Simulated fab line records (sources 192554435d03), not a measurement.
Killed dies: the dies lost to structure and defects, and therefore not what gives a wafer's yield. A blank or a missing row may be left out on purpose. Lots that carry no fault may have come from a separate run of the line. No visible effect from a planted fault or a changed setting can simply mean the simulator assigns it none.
8D (eight disciplines) problem report, filled in by code || flow n5_finfet || the parts of the form that need people (team, actions taken, sign-off) are left out

== 1. WHAT WENT WRONG ==
At N5_BEOL_M6_COAT_63, spin_speed_rpm averages 1558.0 rpm over 6 wafers from 2 lots, while fault-free wafers read 1500.0 rpm, standard deviation 1.2. That puts it +48 standard deviations away from the usual mean.
The step: time 60 s, resist thk 60 nm.
First seen on wafer L601.1, day 11 07:52, on litho_track-01. The record holds 33 wafers of 11 lots with a number at this step. The rule behind "out" and "out of limits": a value lying over 4 standard deviations away from the usual mean. Any other wafer with a number is counted as sound.

== 2. WHAT IT IS; WHAT IT IS NOT ==
{"question": "which readings at this step", "is": "spin_speed_rpm", "is not": "-"}
{"question": "which lots", "is": "L601, L605", "is not": "L593, L594, L595, L596, L597, L598, L612, L613, L614"}
{"question": "which wafers of those lots", "is": "all that have a number", "is not": "-"}
{"question": "read on which tools", "is": "litho_track-01", "is not": "litho_track-02, litho_track-05"}
{"question": "when", "is": "from day 11 07:52", "is not": "up to then (18 sound wafers); but 9 sound wafers of L612, L613, L614 came after"}

== 3. WHAT RULES OUT EACH SUSPECT ==
Counting: any tool at a process step up to the reading is kept as a suspect provided that every lot that is out went through it and no sound lot did after the first of them.
- pecvd-03 at N5_BEOL_M6_PECVD_70 (deposits SiO2 from TEOS/O2, target thk 20 nm, time 22.7 s): kept. It ran every lot that is out, first L601 (day 11 04:26), and no sound lot after that; its last sound lot up to then is L594 (day 9 17:56).
- rie_diel-01 at N5_BEOL_M6_ETCH_61 (etches SiARC in CF4, target depth 45.5 nm, time 75.8 s): ruled out as a lasting fault. Sound lots L614 ran on it after its first lot that is out, L601 (day 11 06:54).
- litho_track-01 at N5_BEOL_M6_COAT_63 (time 60 s, resist thk 60 nm): kept. It ran every lot that is out, first L601 (day 11 07:52), and no sound lot after that; its last sound lot up to then is L598 (day 10 10:58). Its own readings are out on those wafers: spin_speed_rpm.
Left after counting: pecvd-03 at N5_BEOL_M6_PECVD_70, litho_track-01 at N5_BEOL_M6_COAT_63.

== 4. THE CAUSE (what the simulator had put in) ==
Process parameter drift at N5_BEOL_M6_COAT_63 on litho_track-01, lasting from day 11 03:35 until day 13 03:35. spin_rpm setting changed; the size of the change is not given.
Counting left 2 suspects, and this tool is among them.

== 5. SEQUENCE OF EFFECTS, ordered by route ==
Each row: a reading whose mean over the struck wafers that have a number lies more than 3 standard deviations from the usual. Only readings for which the record gives a usual standard deviation are gone through. hours: the time from each lot's start at the first step in this table that gives one to its start at this step, as a median over the lots. sigmas: the change in usual standard deviations.
{"hours": 0, "step": "N5_BEOL_M6_COAT_63", "reading": "spin_speed_rpm", "usual": "1500.0 rpm", "on struck wafers": 1558.0, "change": "+58.0", "sigmas": "+48"}
Its process steps:
- N5_BEOL_M6_COAT_63: time 60 s, resist thk 60 nm.

== 6. WHAT WOULD HAVE CAUGHT IT SOONER ==
In this record no reading fell out of limits until day 11 07:52, 4 hours after the fault had begun at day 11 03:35.
